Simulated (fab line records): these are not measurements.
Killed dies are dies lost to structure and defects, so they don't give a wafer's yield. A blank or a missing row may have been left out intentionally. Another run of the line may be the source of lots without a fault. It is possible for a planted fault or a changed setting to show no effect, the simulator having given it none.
Matching of chambers :: flow n5-finfet :: 3 sister chambers for N5_BEOL_M1_CO_CAP_55 on cvd-co-02
The step material Co, precursor CCTBA/H2, target thk 2 nm, time 102.1 s. 6 wafers are shown with their chamber, then 12 later ones without.

WAFERS, EACH WITH ITS CHAMBER
wafer: L083.3
chamber: 0
heater-power-w (W): 272

wafer: L088.4
chamber: 2
heater-power-w (W): 191

wafer: L088.6
chamber: 0
heater-power-w (W): 275

wafer: L089.1
chamber: 2
heater-power-w (W): 194

wafer: L089.2
chamber: 1
heater-power-w (W): 188

wafer: L089.3
chamber: 1
heater-power-w (W): 188

WAFERS WITHOUT THEIR CHAMBER
wafer: L089.4
heater-power-w (W): 190

wafer: L089.5
heater-power-w (W): 195

wafer: L089.6
heater-power-w (W): 179

wafer: L093.2
heater-power-w (W): 274

wafer: L093.4
heater-power-w (W): 272

wafer: L093.5
heater-power-w (W): 276

wafer: L094.1
heater-power-w (W): 185

wafer: L094.2
heater-power-w (W): 275

wafer: L094.3
heater-power-w (W): 182

wafer: L094.4
heater-power-w (W): 271

wafer: L094.5
heater-power-w (W): 277

wafer: L094.6
heater-power-w (W): 188

WHICH CHAMBER EACH ONE RAN IN
wafer: L089.4
from the rows above: can't be placed: 1 or 2
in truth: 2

wafer: L089.5
from the rows above: 2
in truth: 2

wafer: L089.6
from the rows above: 1
in truth: 1

wafer: L093.2
from the rows above: 0
in truth: 0

wafer: L093.4
from the rows above: 0
in truth: 0

wafer: L093.5
from the rows above: 0
in truth: 0

wafer: L094.1
from the rows above: 1
in truth: 1

wafer: L094.2
from the rows above: 0
in truth: 0

wafer: L094.3
from the rows above: 1
in truth: 1

wafer: L094.4
from the rows above: 0
in truth: 0

wafer: L094.5
from the rows above: 0
in truth: 0

wafer: L094.6
from the rows above: 1
in truth: 1
Correctly placed: 11 of 12. From these rows, 1 cannot be placed; in 1 the true chamber is one of the candidates. Placed wrongly: 0.
How it was worked out, from the rows above alone: a wafer's distance from a chamber is the root of the sum, over the readings, of the square of ((its reading less the chamber's mean) divided by the reading's scatter). If the next closest chamber is less than 2 further off than the closest, the wafer can't be placed; otherwise it belongs to the closest. A chamber's mean is the mean of its shown wafers. The scatter: the root of (the sum of the squares of (reading less its chamber's mean) over the shown wafers, divided by (wafers less chambers)).
